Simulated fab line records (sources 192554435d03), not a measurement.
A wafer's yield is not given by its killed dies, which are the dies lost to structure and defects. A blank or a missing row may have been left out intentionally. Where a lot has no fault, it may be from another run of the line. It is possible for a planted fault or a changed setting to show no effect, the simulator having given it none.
Chamber matching || flow n5-finfet || rie-diel-01 running N5_BEOL_M0_CUTY_DESCUM_61: 4 sister chambers
The step chemistry O2, time 7.9 s. 4 wafers are shown with their chamber, then 11 later ones without.

== WAFERS, EACH WITH ITS CHAMBER ==
{"wafer": "L090.2", "chamber": 1, "drypump-motor-current-A (A)": 5.8}
{"wafer": "L090.3", "chamber": 2, "drypump-motor-current-A (A)": 5.1}
{"wafer": "L091.4", "chamber": 3, "drypump-motor-current-A (A)": 6.5}
{"wafer": "L093.4", "chamber": 0, "drypump-motor-current-A (A)": 5.6}

== WAFERS WITHOUT THEIR CHAMBER ==
{"wafer": "L093.5", "drypump-motor-current-A (A)": 5.6}
{"wafer": "L093.6", "drypump-motor-current-A (A)": 6.6}
{"wafer": "L095.1", "drypump-motor-current-A (A)": 6.5}
{"wafer": "L095.4", "drypump-motor-current-A (A)": 5.1}
{"wafer": "L095.5", "drypump-motor-current-A (A)": 6.5}
{"wafer": "L096.1", "drypump-motor-current-A (A)": 5.1}
{"wafer": "L096.2", "drypump-motor-current-A (A)": 5.8}
{"wafer": "L096.3", "drypump-motor-current-A (A)": 5.6}
{"wafer": "L096.4", "drypump-motor-current-A (A)": 6.5}
{"wafer": "L096.5", "drypump-motor-current-A (A)": 5.1}
{"wafer": "L096.6", "drypump-motor-current-A (A)": 5.7}

== WHICH CHAMBER EACH ONE RAN IN ==
{"wafer": "L093.5", "from the rows above": 0, "in truth": 0}
{"wafer": "L093.6", "from the rows above": 3, "in truth": 3}
{"wafer": "L095.1", "from the rows above": 3, "in truth": 3}
{"wafer": "L095.4", "from the rows above": 2, "in truth": 2}
{"wafer": "L095.5", "from the rows above": 3, "in truth": 3}
{"wafer": "L096.1", "from the rows above": 2, "in truth": 2}
{"wafer": "L096.2", "from the rows above": 1, "in truth": 1}
{"wafer": "L096.3", "from the rows above": 0, "in truth": 0}
{"wafer": "L096.4", "from the rows above": 3, "in truth": 3}
{"wafer": "L096.5", "from the rows above": 2, "in truth": 2}
{"wafer": "L096.6", "from the rows above": "can't be placed: 1 or 0", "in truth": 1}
Placed correctly: 10 of 11. Can't be placed from these rows: 1 (the true chamber is among the candidates in 1). Placed wrongly: 0.
How it was worked out, from the rows above alone: a wafer's distance from a chamber is the root of the sum, over the readings, of the square of ((its reading less the chamber's mean) divided by the reading's scatter). If the next closest chamber is less than 2 further off than the closest, the wafer can't be placed; otherwise it belongs to the closest. Each chamber's mean is taken over the wafers shown for it. The scatter: with one shown wafer a chamber, the root of the mean of the squares of how far each hidden wafer lies from its nearest shown one.
